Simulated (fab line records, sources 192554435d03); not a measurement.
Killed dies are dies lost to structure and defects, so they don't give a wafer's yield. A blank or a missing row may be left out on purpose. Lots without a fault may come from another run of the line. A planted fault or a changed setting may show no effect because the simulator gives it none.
fab line records | flow n5_finfet
record lots=6 wafers=17 last_day=19
route steps=1938 shown HKMG_FIN@422 BEOL_M4@1111 PASSIVATION@1936
lots that met no fault: from a run of the same line without faults
start_h: hours from the record's first day to the start of the lot's first wafer shown | wait_h: hours since the lot's step before | " the same as in the row above | L1.1+2: a row that stands for several wafers | - no value, or no start given | * or withheld: withheld | < > ~ a bound
route shown NAME@n: a module of which the file shows steps, and the number in the route of the first | usual: mean/standard deviation of fault-free wafers | same: alike in all rows | chamber/n: place in a boat | sites: the reading at each site | _std_site: their standard deviation | _edge_site: outer sites' mean less inner sites' | radius_mm: how far each site lies from the wafer's centre | mask NAME#n: copy n | behind: the tool/chamber that last shaped the wafer | hold: why the lot was held/for how many hours/how that ended | device: the transistor (n, p or np) that didn't switch | end of line: the same wafers' tests at the end of the route | a step without rows: its recipe alone | killed: dies lost to structure and defects at the first sort, not the wafer's yield | map: a wafer's dies, x killed, . not, _ none there
set.NAME: the setting as run; set.NAME@STEP: as run at that earlier step | model.NAME: the simulator's own value behind a step, which no gauge read
lots at some steps of the route; a table a step, a row a wafer
services: from which hour (start_h, from the record's first day; less than 0 if before it) a tool's chamber was out of use, for how many hours, and why
## steps
# step N5_HKMG_FIN_COAT_29
# recipe resist=SOC temp_c=250 time_s=60 spin_rpm=1500 resist_thk_nm=300
# step N5_HKMG_FIN_COAT_30
# recipe resist=SiARC temp_c=220 time_s=60 spin_rpm=1500 resist_thk_nm=35
# step N5_HKMG_FIN_COAT_06
# recipe resist=CAR-ArF spin_rpm=1500 resist_thk_nm=90
# step N5_HKMG_FIN_EBR_08
# recipe solvent=PGMEA ebr_width_mm=1.5
# step N5_HKMG_FIN_SOFTBAKE_07
# recipe temp_c=110 time_s=60 resist=CAR-ArF
# step N5_HKMG_FIN_EXPOSE_09
# recipe mask_id=NWFM na=1.35 source_shape=conventional sigma_outer=0.8 polarization=unpolarized dose_mj=39.25
# step N5_HKMG_FIN_PEB_10
# recipe peb_temp_c=withheld peb_time_s=60 resist=CAR-ArF
# step N5_HKMG_FIN_DEVELOP_11
# recipe develop_time_s=30 developer=TMAH resist=CAR-ArF dev_temp_c=23 rinse_liquid=diw dry=air_spin
# step N5_HKMG_FIN_CD_MEAS_12
# recipe target_cd_nm=92.8 landing_energy_ev=500 detector=se_inlens
# usual cd_nm=92.4/0.69
# columns lot.wafer tool chamber start_h wait_h cd_nm
L566.2 cd_sem-03 0 89.11 - 91.8
L566.3 " 0 " " 90.8
L566.6 " 0 " " 91.4
L567.2 cd_sem-03 0 94.00 - 91.4
L567.3 " 0 " " 93.3
L567.6 " 0 " " 92.5
L570.2 cd_sem-01 0 115.11 - 92.0
L570.3 " 0 " " 91.2
L570.5 " 0 " " 91.6
L573.1 cd_sem-02 0 133.44 - 91.5
L573.3 " 0 " " 92.8
L585.1 cd_sem-02 0 202.65 - 92.6
L585.3 " 0 " " 91.8
L585.4 " 0 " " 91.6
L586.1 cd_sem-03 0 214.98 - 92.7
L586.3 " 0 " " 92.2
L586.6 " 0 " " 92.4
# step N5_HKMG_FIN_OVL_MEAS_13
# recipe points_per_wafer=44
# usual NWFM_OVL=-0.3/0.78
# columns lot.wafer tool chamber start_h wait_h NWFM_OVL[nm]
L566.2 overlay-01 0 89.14 0.0 -1.1
L566.3 " 0 " " -2.0
L566.6 " 0 " " -0.5
L567.2 overlay-01 0 94.03 0.0 0.4
L567.3 " 0 " " -0.2
L567.6 " 0 " " -0.3
L570.2 overlay-01 0 115.14 0.0 0.2
L570.3 " 0 " " -1.0
L570.5 " 0 " " -0.4
L573.1 overlay-01 0 133.47 0.0 0.7
L573.3 " 0 " " 1.7
L585.1 overlay-01 0 202.68 0.0 -0.4
L585.3 " 0 " " -1.5
L585.4 " 0 " " -0.1
L586.1 overlay-02 0 215.01 0.0 -0.5
L586.3 " 0 " " -1.2
L586.6 " 0 " " -1.8
# step N5_HKMG_FIN_INSPECT_14
# recipe mode=adi inspect_instrument=macro
# usual raw_defect_count=1.9/1.3
# columns lot.wafer tool chamber start_h wait_h raw_defect_count
L566.2 defect_inspect-01 - 89.16 0.0 1
L566.3 " - " " 4
L566.6 " - " " 4
L567.2 defect_inspect-02 - 94.06 0.0 1
L567.3 " - " " 1
L567.6 " - " " 1
L570.2 defect_inspect-02 - 115.16 0.0 1
L570.3 " - " " 0
L570.5 " - " " 0
L573.1 defect_inspect-02 - 133.49 0.0 3
L573.3 " - " " 2
L585.1 defect_inspect-02 - 202.70 0.0 4
L585.3 " - " " 1
L585.4 " - " " 1
L586.1 defect_inspect-01 - 215.03 0.0 1
L586.3 " - " " 4
L586.6 " - " " 2
# step N5_HKMG_FIN_DESCUM_17
# recipe chemistry=O2 time_s=7.9 source_power_w=50 bias_power_w=20 pressure_mtorr=20 rf_frequency_hz=2.712e+07 temp_c=40 resist=CAR-ArF o2_flow_sccm=225
# usual drypump_motor_current_A=5.9/0.49 o2_flow_sccm=224.9/0.63 oes_product_au=0.77/0.1 rf_vpp_V=242.8/1.4 showerhead_plenum_p_Torr=2.07/0.065 temp_c=40.01/0.13 throttle_valve_pct=20.47/0.29
# columns lot.wafer tool chamber start_h wait_h drypump_motor_current_A o2_flow_sccm oes_product_au rf_hours_counter_h rf_vpp_V showerhead_plenum_p_Torr temp_c throttle_valve_pct
L566.2 rie_diel-01 3 89.20 0.0 5.9 224.5 1.06 0 242.9 2.07 40.01 19.99
L566.3 " 0 " " 6.4 225.4 0.75 164 244.4 2.17 40.10 20.62
L566.6 " 0 " " 6.4 224.1 0.74 - 244.5 2.17 40.20 20.60
L567.2 rie_diel-04 1 94.09 0.0 6.4 225.5 0.68 224 244.4 2.16 39.92 20.43
L567.3 " 3 " " 5.2 225.6 0.72 203 240.7 1.99 39.88 20.27
L567.6 " 0 " " 6.0 224.6 0.79 - 244.5 2.12 39.96 20.88
L570.2 rie_diel-04 1 115.20 0.0 6.4 224.7 0.68 232 242.1 2.15 40.16 20.44
L570.3 " 3 " " 5.2 225.6 0.72 210 241.9 1.99 40.02 20.27
L570.5 " 1 " " 6.4 225.2 0.68 - 244.7 2.15 40.11 20.45
L573.1 rie_diel-04 0 133.53 0.0 6.0 224.9 0.77 114 243.0 2.12 40.09 20.89
L573.3 " 3 " " 5.2 224.8 0.71 217 241.7 1.98 40.02 20.29
L585.1 rie_diel-03 3 202.74 0.0 6.5 224.0 0.69 217 245.6 2.16 39.78 20.52
L585.3 " 0 " " 5.6 226.1 0.68 234 242.0 1.99 39.99 20.51
L585.4 " 0 " " 5.6 225.7 0.68 - 242.1 1.99 40.07 20.51
L586.1 rie_diel-03 2 215.07 0.0 5.3 224.2 0.75 136 241.7 2.02 39.78 20.14
L586.3 " 1 " " 5.2 223.9 0.97 4 245.0 2.15 40.08 20.02
L586.6 " 2 " " 5.3 224.5 0.76 - 240.7 2.02 40.03 20.14
# step N5_HKMG_FIN_ETCH_31
# recipe chemistry=CF4 target=SiARC target_depth_a=455 mask_material=CAR-ArF time_s=75.8 ion_energy_ev=80 pressure_mtorr=40 source_w=545 bias_w=36 Ar_flow_sccm=100 cf4_flow_sccm=100 ends=cleared
# usual drypump_motor_current_A=5.9/0.5 etch_rf_on_time_s=76.8/1.8 oes_product_au=0.66/0.084 rf_vpp_V=183.8/1.2 showerhead_plenum_p_Torr=2.12/0.068 throttle_valve_pct=15.61/0.28
# columns lot.wafer tool chamber start_h wait_h drypump_motor_current_A etch_rf_on_time_s oes_product_au rf_hours_counter_h rf_vpp_V showerhead_plenum_p_Torr throttle_valve_pct
L566.2 rie_diel-01 3 89.23 0.0 5.9 74.0 0.90 0 184.1 2.11 15.09
L566.3 " 0 " " 6.3 77.6 0.64 164 185.2 2.23 15.87
L566.6 " 0 " " 6.4 76.9 0.63 - 185.5 2.23 15.86
L567.2 rie_diel-04 1 94.13 0.0 6.4 81.4 0.57 224 184.8 2.19 15.61
L567.3 " 3 " " 5.1 77.3 0.61 203 181.1 2.03 15.48
L567.6 " 0 " " 6.0 76.9 0.67 - 185.7 2.16 15.93
L570.2 rie_diel-04 1 115.23 0.0 6.4 81.1 0.57 232 184.6 2.19 15.63
L570.3 " 3 " " 5.2 94.7 0.54 210 182.5 2.03 15.49
L570.5 " 1 " " 6.4 81.3 0.57 - 185.3 2.19 15.62
L573.1 rie_diel-04 0 133.57 0.0 6.0 77.2 0.67 114 182.7 2.15 15.94
L573.3 " 3 " " 5.2 94.6 0.55 217 182.9 2.03 15.51
L585.1 rie_diel-03 3 202.77 0.0 6.5 78.1 0.60 217 184.6 2.20 15.65
L585.3 " 0 " " 5.6 78.2 0.57 234 182.4 2.03 15.68
L585.4 " 0 " " 5.6 78.4 0.58 - 183.0 2.03 15.69
L586.1 rie_diel-03 2 215.10 0.0 5.3 75.5 0.66 136 185.0 2.06 15.32
L586.3 " 1 " " 5.2 77.3 0.82 4 185.1 2.19 15.15
L586.6 " 2 " " 5.2 75.2 0.66 - 183.2 2.06 15.33
# step N5_HKMG_FIN_ETCH_32
# recipe chemistry=N2/H2 target=SOC target_depth_a=2400 temp_c=40 time_s=300 ion_energy_ev=200 mask_material=SiARC pressure_mtorr=30 source_w=840 bias_w=150 n2_flow_sccm=200 h2_flow_sccm=200
# usual drypump_motor_current_A=5.9/0.49 oes_product_au=0.77/0.099 rf_vpp_V=523.1/2.4 showerhead_plenum_p_Torr=2.51/0.085 temp_c=39.99/0.12 throttle_valve_pct=17.8/0.33
# columns lot.wafer tool chamber start_h wait_h drypump_motor_current_A oes_product_au rf_hours_counter_h rf_vpp_V showerhead_plenum_p_Torr temp_c throttle_valve_pct
L566.2 rie_diel-01 3 89.29 0.0 5.9 1.05 0 523.0 2.48 40.09 17.2
L566.3 " 0 " " 6.5 0.73 164 527.6 2.63 40.03 18.0
L566.6 " 0 " " 6.4 0.73 - 526.0 2.63 40.01 18.0
L567.2 rie_diel-04 1 94.18 0.0 6.4 0.67 224 525.2 2.63 39.93 17.9
L567.3 " 3 " " 5.2 0.72 203 520.6 2.41 39.88 17.6
L567.6 " 0 " " 6.0 0.79 - 525.1 2.56 39.96 18.2
L570.2 rie_diel-04 1 115.29 0.0 6.4 0.67 232 525.8 2.62 40.10 18.0
L570.3 " 3 " " 5.2 0.72 211 520.2 2.40 39.80 17.6
L570.5 " 1 " " 6.4 0.66 - 525.3 2.62 40.07 18.0
L573.1 rie_diel-04 0 133.62 0.0 6.0 0.76 114 525.6 2.56 39.99 18.2
L573.3 " 3 " " 5.2 0.71 217 520.9 2.40 39.76 17.7
L585.1 rie_diel-03 3 202.83 0.0 6.5 0.71 217 526.2 2.63 39.89 18.0
L585.3 " 0 " " 5.6 0.67 234 520.5 2.42 39.84 18.0
L585.4 " 0 " " 5.6 0.67 - 519.4 2.42 39.87 18.0
L586.1 rie_diel-03 2 215.16 0.0 5.3 0.76 136 521.7 2.44 40.12 17.5
L586.3 " 1 " " 5.2 0.95 4 525.8 2.61 40.19 17.4
L586.6 " 2 " " 5.3 0.76 - 521.7 2.44 40.18 17.5
# step N5_BEOL_M4_RC_MEAS_101
# usual DIBL_N=35.8/1.7 DIBL_P=35.3/2 IOFF_N=0.150/0.026 IOFF_P=0.194/0.029 ION_N=667/11 ION_P=456/7.1 SS_N=71.4/0.65 SS_P=73.1/0.64 VT_N=251/3 VT_P=-252/3.2
# columns lot.wafer tool chamber start_h wait_h DIBL_N[mV/V] DIBL_P[mV/V] IOFF_N[nA/um] IOFF_P[nA/um] ION_N[uA/um] ION_P[uA/um] SS_N[mV/dec] SS_P[mV/dec] VT_N[mV] VT_P[mV]
L566.2 prober-02 0 224.13 0.2 36.6 36.3 0.150 0.207 657 454 70.9 72.7 251 -250
L566.3 " 0 " " 36.6 35.7 0.155 0.195 669 455 71.6 73.1 248 -253
L566.6 " 0 " " 37.6 37.1 0.176 0.219 673 456 71.3 73.2 247 -250
L567.2 prober-02 0 239.28 0.2 33.8 36.5 0.127 0.164 667 454 71.2 73.3 253 -257
L567.3 " 0 " " 35.6 37.6 0.156 0.179 669 458 71.8 73.0 251 -255
L567.6 " 0 " " 33.1 35.3 0.128 0.163 663 457 71.4 72.1 252 -255
L570.2 prober-02 0 260.58 0.2 37.2 38.2 0.161 0.218 662 455 71.8 73.8 250 -253
L570.3 " 0 " " 37.9 36.9 0.166 0.202 673 454 72.3 73.5 251 -254
L570.5 " 0 " " 36.1 36.6 0.150 0.195 670 454 71.4 73.7 251 -254
L573.1 prober-01 0 276.86 0.0 36.7 37.7 0.203 0.258 695 473 72.1 73.8 245 -245
L573.3 " 0 " " 34.6 35.8 0.151 0.226 674 463 71.8 73.1 249 -249
L585.1 prober-01 0 344.16 0.0 36.8 37.6 0.154 0.215 668 459 71.5 73.2 251 -251
L585.3 " 0 " " 36.1 36.8 0.144 0.207 670 464 71.6 73.1 250 -251
L585.4 " 0 " " 37.6 37.2 0.186 0.212 668 453 72.7 73.5 248 -252
L586.1 prober-02 0 347.58 0.0 36.7 35.5 0.155 0.222 672 466 71.4 73.3 251 -249
L586.3 " 0 " " 37.9 36.6 0.179 0.236 676 468 71.4 74.4 248 -250
L586.6 " 0 " " 38.9 37.1 0.201 0.247 681 461 71.9 73.6 247 -248
# step N5_PASSIVATION_PROBE_49
# usual defect_limited_yield=91.5/1.4 killed_at_M0_to_M3=34/11 killed_at_M4_up=15/6 killed_at_contacts=11/5.9 killed_at_front_end=37/11 killed_at_other=3.6/2.9 killed_dies=101/17 killed_open=66/12 killed_short=33/7.8 sort_bin_5_function=5.0/0.97 sort_bin_6_memory=3.2/0.65 sort_n_pass=1079/17 sort_yield_pct=91.4/1.4
# same gross_dies=1180 killed_at_back_side=0 sort_bin_4_leakage[%]=0 sort_bin_8_speed[%]=0
# columns lot.wafer tool chamber start_h wait_h defect_limited_yield[%] killed_at_M0_to_M3 killed_at_M4_up killed_at_contacts killed_at_front_end killed_at_other killed_dies killed_open killed_short sort_bin_5_function[%] sort_bin_6_memory[%] sort_n_pass sort_yield_pct[%]
L566.2 prober-01 - 327.67 0.1 90.0 59 9 12 27 11 118 70 45 5.2 4.6 1062 90.0
L566.3 prober-01 - 327.72 0.1 93.7 16 11 10 32 5 74 46 25 3.5 2.5 1106 93.7
L566.6 prober-01 - 327.87 0.3 92.2 28 10 16 30 8 92 58 34 4.1 3.5 1088 92.2
L567.2 prober-01 - 337.92 0.1 91.4 32 7 14 47 1 101 76 24 4.7 3.6 1079 91.4
L567.3 prober-01 - 337.97 0.1 92.2 24 16 7 43 2 92 62 27 4.7 2.8 1088 92.2
L567.6 prober-01 - 338.12 0.3 91.5 26 7 7 58 2 100 60 38 4.3 3.6 1080 91.5
L570.2 prober-01 - 363.71 0.5 91.9 33 23 9 29 1 95 62 33 4.7 3.1 1085 91.9
L570.3 prober-01 - 363.76 0.6 91.2 33 19 12 40 0 104 71 33 5.5 3.1 1076 91.2
L570.5 prober-01 - 363.86 0.7 91.1 34 11 19 41 0 105 66 36 5.3 3.4 1075 91.1
L573.1 prober-01 - 381.38 0.0 90.9 13 15 19 56 4 107 64 40 4.7 3.8 1073 90.9
L573.3 prober-01 - 381.48 0.1 90.4 24 18 10 61 0 113 82 31 5.4 3.6 1067 90.4
# killed by level:class
L566.2 BEOL_M0_SAQP:geometric_particle:short=18 BEOL_M0_SAQP:geometric_particle:open=16 BEOL_M1:geometric_particle:open=15 FIN_SAQP:geometric_particle:open=7 STI_FIN_REVEAL:geometric_particle:open=6 FIN_SAQP:geometric_particle:short=5 MOL_CONTACT_COAG:geometric_particle:short=5 MOL_CONTACT_COAG:geometric_particle:open=5
L566.3 STI_FIN_REVEAL:geometric_particle:open=9 STARTING-WAFER:geometric_particle:short=6 MOL_CONTACT_COAG:geometric_particle:open=6 BEOL_M1:geometric_particle:open=5 GATE_CUT:geometric_particle:short=4 BEOL_M2:geometric_particle:open=4 BEOL_M6:geometric_particle:open=4 MOL_CONTACT_COAG:geometric_particle:short=3
L566.6 MOL_CONTACT_COAG:geometric_particle:open=14 BEOL_M0_SAQP:geometric_particle:short=9 BEOL_M0_SAQP:geometric_particle:open=9 DUMMY_GATE:geometric_particle:open=8 GATE_CUT:geometric_particle:short=7 FIN_SAQP:geometric_particle:short=6 BEOL_M4:geometric_particle:open=5 BEOL_M1:geometric_particle:open=3
L567.2 STI_FIN_REVEAL:geometric_particle:open=12 MOL_CONTACT_COAG:geometric_particle:open=12 BEOL_M0_SAQP:geometric_particle:open=7 BEOL_M0_SAQP:geometric_particle:short=7 BEOL_M1:geometric_particle:open=7 DUMMY_GATE:geometric_particle:open=5 ILD0:geometric_particle:open=5 GATE_CUT:geometric_particle:open=5
L567.3 BEOL_M2:geometric_particle:open=10 FIN_SAQP:geometric_particle:short=9 DUMMY_GATE:geometric_particle:open=9 STI_FIN_REVEAL:geometric_particle:open=8 FIN_SAQP:geometric_particle:open=6 BEOL_M0_SAQP:geometric_particle:short=6 BEOL_M4:geometric_particle:open=5 BEOL_M6:geometric_particle:open=5
L567.6 STI_FIN_REVEAL:geometric_particle:open=13 FIN_SAQP:geometric_particle:short=7 DUMMY_GATE:geometric_particle:open=6 GATE_CUT:geometric_particle:short=6 MOL_CONTACT_COAG:geometric_particle:open=6 BEOL_M0_SAQP:geometric_particle:short=5 GATE_CUT:geometric_particle:open=5 BEOL_M0_SAQP:geometric_particle:open=5
L570.2 BEOL_M4:geometric_particle:open=11 BEOL_M0_SAQP:geometric_particle:short=10 BEOL_M0_SAQP:geometric_particle:open=10 MOL_CONTACT_COAG:geometric_particle:open=7 BEOL_M0:geometric_particle:open=6 FIN_SAQP:geometric_particle:open=5 BEOL_M5:geometric_particle:open=5 FIN_SAQP:geometric_particle:short=4
L570.3 FIN_SAQP:geometric_particle:open=15 BEOL_M0_SAQP:geometric_particle:open=14 MOL_CONTACT_COAG:geometric_particle:open=10 BEOL_M4:geometric_particle:open=9 FIN_SAQP:geometric_particle:short=8 BEOL_M0_SAQP:geometric_particle:short=8 GATE_CUT:geometric_particle:short=5 BEOL_M3:geometric_particle:open=4
L570.5 MOL_CONTACT_COAG:geometric_particle:open=13 BEOL_M0_SAQP:geometric_particle:short=10 STI_FIN_REVEAL:geometric_particle:open=9 BEOL_M0_SAQP:geometric_particle:open=8 FIN_SAQP:geometric_particle:open=6 BEOL_M3:geometric_particle:open=6 MOL_CONTACT_COAG:geometric_particle:short=5 STI_FIN_REVEAL:geometric_particle:short=4
L573.1 STI_FIN_REVEAL:geometric_particle:open=20 MOL_CONTACT_COAG:geometric_particle:open=15 FIN_SAQP:geometric_particle:short=10 GATE_CUT:geometric_particle:open=5 FIN_SAQP:geometric_particle:open=4 GATE_CUT:geometric_particle:short=4 MOL_CONTACT_COAG:geometric_particle:short=4 BEOL_M5:geometric_particle:short=4
L573.3 STI_FIN_REVEAL:geometric_particle:open=30 FIN_SAQP:geometric_particle:short=10 MOL_CONTACT_COAG:geometric_particle:open=9 FIN_SAQP:geometric_particle:open=7 STI_FIN_REVEAL:geometric_particle:short=6 BEOL_M3:geometric_particle:open=5 BEOL_M0_SAQP:geometric_particle:open=4 BEOL_M4:geometric_particle:open=4
## services
# columns tool chamber start_h hours kind
rie_diel-01 3 67.27 - clean
rie_diel-01 3 67.27 - consumable_replace:focus_ring
rie_diel-01 3 67.27 21.9 scheduled_down
rie_diel-01 3 67.27 21.9 vent_cycle
rie_diel-03 3 86.91 5.4 repair
rie_diel-01 1 89.16 - clean
rie_diel-01 1 89.16 - consumable_replace:focus_ring
rie_diel-01 1 89.16 14.5 scheduled_down
rie_diel-01 1 89.16 14.5 vent_cycle
rie_diel-01 0 100.51 13.7 repair
rie_diel-04 2 110.41 45.9 repair
rie_diel-04 - 115.75 0.4 repair
rie_diel-04 1 156.64 - clean
rie_diel-04 1 156.64 - consumable_replace:focus_ring
rie_diel-04 1 156.64 21.8 scheduled_down
rie_diel-04 1 156.64 21.8 vent_cycle
rie_diel-04 0 159.67 9.2 repair
rie_diel-04 3 166.89 6.3 repair
rie_diel-03 1 182.04 - clean
rie_diel-03 1 182.04 - consumable_replace:focus_ring
rie_diel-03 1 182.04 21.0 scheduled_down
rie_diel-03 1 182.04 21.0 vent_cycle
rie_diel-01 2 196.01 16.2 repair
## key
first_sign step=N5_HKMG_FIN_ETCH_31 reading=etch_rf_on_time_s direction=up sigmas=10 usual=* struck=*
effect none on later readings
met_at N5_HKMG_FIN_ETCH_31
struck_wafers L570.3,L573.3
onset_between 94.13 115.23
fault kind=process_parameter_drift tool=rie_diel-04 chamber=- onset_h=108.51 steps=N5_HKMG_FIN_ETCH_31 channel=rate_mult offset=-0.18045 shape=step end_h=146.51 scope=struck_wafers_only
